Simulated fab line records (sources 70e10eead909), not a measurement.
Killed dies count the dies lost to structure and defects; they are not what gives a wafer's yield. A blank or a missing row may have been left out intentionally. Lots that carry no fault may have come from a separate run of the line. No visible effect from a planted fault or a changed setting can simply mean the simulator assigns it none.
Which of the tools did it? || flow nand-harc || Sampling: 12 lots, 36 wafers, 2 of 1159 route steps

== WHAT THE GAUGES SHOWED, per wafer ==
NHARC_A_SGD_CUT_CD_MEAS_09: target cd 100 nm. Usual: cd-nm at 100.2 nm, with a standard deviation of 0.66.
{"lot": "L257", "measured": "day 14 05:53", "on": "cd-sem-03", "cd-nm (nm)": "100.8 100.0 100.6", "flag": ""}
{"lot": "L259", "measured": "day 14 22:35", "on": "cd-sem-03", "cd-nm (nm)": "100.0 101.0 99.8", "flag": ""}
{"lot": "L262", "measured": "day 15 02:13", "on": "cd-sem-01", "cd-nm (nm)": "100.1 99.8 101.3", "flag": ""}
{"lot": "L264", "measured": "day 15 19:59", "on": "cd-sem-02", "cd-nm (nm)": "99.8 99.7 99.4", "flag": ""}
{"lot": "L266", "measured": "day 16 00:35", "on": "cd-sem-03", "cd-nm (nm)": "101.8 100.7 99.8", "flag": ""}
{"lot": "L265", "measured": "day 16 01:50", "on": "cd-sem-02", "cd-nm (nm)": "99.9 100.4 99.8", "flag": ""}
{"lot": "L270", "measured": "day 17 02:10", "on": "cd-sem-03", "cd-nm (nm)": "100.4 99.6 100.4", "flag": ""}
{"lot": "L271", "measured": "day 17 02:19", "on": "cd-sem-02", "cd-nm (nm)": "100.8 99.8 100.3", "flag": ""}
{"lot": "L269", "measured": "day 17 14:55", "on": "cd-sem-01", "cd-nm (nm)": "99.4 100.8 100.7", "flag": ""}
{"lot": "L275", "measured": "day 17 21:31", "on": "cd-sem-02", "cd-nm (nm)": "100.8 99.9 100.6", "flag": ""}
{"lot": "L278", "measured": "day 18 19:24", "on": "cd-sem-02", "cd-nm (nm)": "99.0 100.2 99.6", "flag": ""}
{"lot": "L277", "measured": "day 18 19:43", "on": "cd-sem-02", "cd-nm (nm)": "100.0 100.3 100.3", "flag": ""}

NHARC_A_SGD_CUT_INSPECT_11. Usual: raw-defect-count at 17, with a standard deviation of 7.9.
{"lot": "L257", "measured": "day 14 06:01", "on": "defect-inspect-02", "raw-defect-count": "6 5 7", "flag": ""}
{"lot": "L259", "measured": "day 14 22:42", "on": "defect-inspect-02", "raw-defect-count": "22 16 25", "flag": ""}
{"lot": "L262", "measured": "day 15 02:21", "on": "defect-inspect-02", "raw-defect-count": "4 13 11", "flag": ""}
{"lot": "L264", "measured": "day 15 20:07", "on": "defect-inspect-02", "raw-defect-count": "22 16 18", "flag": ""}
{"lot": "L266", "measured": "day 16 00:43", "on": "defect-inspect-02", "raw-defect-count": "21 23 28", "flag": ""}
{"lot": "L265", "measured": "day 16 01:58", "on": "defect-inspect-01", "raw-defect-count": "21 26 21", "flag": ""}
{"lot": "L270", "measured": "day 17 02:17", "on": "defect-inspect-02", "raw-defect-count": "18 33 27", "flag": ""}
{"lot": "L271", "measured": "day 17 02:26", "on": "defect-inspect-02", "raw-defect-count": "10 14 13", "flag": ""}
{"lot": "L269", "measured": "day 17 15:02", "on": "defect-inspect-02", "raw-defect-count": "6 13 12", "flag": ""}
{"lot": "L275", "measured": "day 17 21:38", "on": "defect-inspect-02", "raw-defect-count": "23 28 33", "flag": ""}
{"lot": "L278", "measured": "day 18 19:31", "on": "defect-inspect-01", "raw-defect-count": "10 9 13", "flag": ""}
{"lot": "L277", "measured": "day 18 19:50", "on": "defect-inspect-02", "raw-defect-count": "22 27 24", "flag": ""}

== EACH LOT AND THE TOOL THAT RAN IT (in order: tool; ch and the chambers of the sampled wafers; start) ==
Record: no process step prior to these readings.

== AS READ BY THE TOOLS THEMSELVES (means over the sampled wafers that have a number; for cases with no such wafer, the mark the record gives instead) ==
The record holds no such reading with a usual standard deviation.

== THE ANSWER, worked out from the rows above alone ==
Rule: take the mean of a lot's wafers that have a number; if it is more than 3 standard deviations from the usual mean, the lot is off. A lot without any number at a reading at which 4 lots or more have one is off too. The other lots that the step has rows for count as sound. First the gauges in route order, then the tools' own readings, where a lot's mean is used as printed above. At the first step where some lot is off, the reading lying furthest off is the one used; lots without a number count as furthest.
No lot is off at any reading shown: from this, nothing can be told.

== WHAT HAD BEEN PUT IN BY THE SIMULATOR ==
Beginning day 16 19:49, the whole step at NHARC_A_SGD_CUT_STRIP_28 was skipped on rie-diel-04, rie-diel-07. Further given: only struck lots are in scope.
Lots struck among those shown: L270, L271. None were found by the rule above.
